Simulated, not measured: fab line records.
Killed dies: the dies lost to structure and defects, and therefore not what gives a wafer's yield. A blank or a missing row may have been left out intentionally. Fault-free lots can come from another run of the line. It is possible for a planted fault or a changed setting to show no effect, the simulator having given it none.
Lot-split experiment ; flow n5-finfet ; 7 lots, 21 wafers read, on a route of 1938 steps

== ABOUT THE SPLIT ==
At N5_BEOL_M4_EXPOSE_25 (exposes mask V3, defocus 5 nm), the setting dose-mj was moved away from the recipe's 63 on 7 of the 21 wafers read, by -7.3% to +5.0%. The other wafers ran this setting at the recipe's value.

== FROM THE SPLIT TO THE READING: what the file shows between them, 2 steps ==
- N5_BEOL_M4_PEB_26: peb time 60 s
- N5_BEOL_M4_DEVELOP_27: develop time 30 s

== THE READING ==
cd-nm, in nm, at N5_BEOL_M4_CD_MEAS_28 (target cd 26.2 nm, target cd y 24.1 nm). On this fab line, fault-free wafers typically give 26.31 nm with a standard deviation of 0.23 nm.

wafer;tool, chamber at the split;dose-mj as run;against the recipe;cd-nm, nm;against lot-mates on the recipe
L077.1;euv-scanner-02, 0;66.12;+5.0%;27.29;+1.00
L077.2;euv-scanner-02, 0;63;recipe;26.17;-
L077.5;euv-scanner-02, 0;63;recipe;26.41;-
L078.1;euv-scanner-02, 0;63;recipe;26.20;-
L078.4;euv-scanner-02, 0;63;recipe;26.40;-
L078.6;euv-scanner-02, 0;58.37;-7.3%;24.89;-1.41
L086.2;euv-scanner-01, 0;63;recipe;26.33;-
L086.4;euv-scanner-01, 0;63;recipe;26.29;-
L086.5;euv-scanner-01, 0;63;recipe;26.70;-
L087.2;euv-scanner-02, 0;59.85;-5.0%;25.56;-0.57
L087.3;euv-scanner-02, 0;63;recipe;25.74;-
L087.5;euv-scanner-02, 0;63;recipe;26.51;-
L093.1;euv-scanner-02, 0;63;recipe;26.08;-
L093.2;euv-scanner-02, 0;60.35;-4.2%;25.56;-0.52
L093.6;euv-scanner-02, 0;60.35;-4.2%;25.44;-0.64
L094.3;euv-scanner-02, 0;63;recipe;26.05;-
L094.4;euv-scanner-02, 0;63;recipe;26.72;-
L094.5;euv-scanner-02, 0;63;recipe;26.44;-
L097.3;euv-scanner-01, 0;63;recipe;26.29;-
L097.4;euv-scanner-01, 0;59.85;-5.0%;25.19;-1.10
L097.6;euv-scanner-01, 0;59.85;-5.0%;25.49;-0.80

FIT RESULTS
A straight line over all 21 wafers: cd-nm changes by +0.189 nm for each +1% of dose-mj; r = +0.92; the points scatter about the line by 0.23 nm.
The same after taking each lot's own level away (the mean of its wafers on the recipe; 21 wafers): +0.175 nm for each +1%; r = +0.92; scatter 0.22 nm.
That fit puts the effect of the largest move of dose-mj on the reading at 1.3 nm.
Across the lots, their own levels run from 26.080 to 26.440 nm, a range of 1.6 times the standard deviation given above.
The two slopes agree, so the slope changes little with the lot-to-lot level.
Check: for one of the wafers moved furthest among these (-7.3%), held out of the fit, the line's prediction against its lot-mates is -1.21 nm. It came out at -1.41 nm against them.

== OTHER SPLITS APPLIED TO THESE WAFERS ==
Before the reading, these wafers also passed through other splits. Each is held against what the fit with the lots' levels taken away leaves over:
other split on the same wafers;wafers away from the commonest value;r with cd-nm (lot level and that fit taken away)
N5_BEOL_M3_ETCH_41 target-depth-a;5;+0.18

== FILE'S OWN FIT ==
cd-nm changes by +0.174 nm for each +1% of dose-mj, r = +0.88.
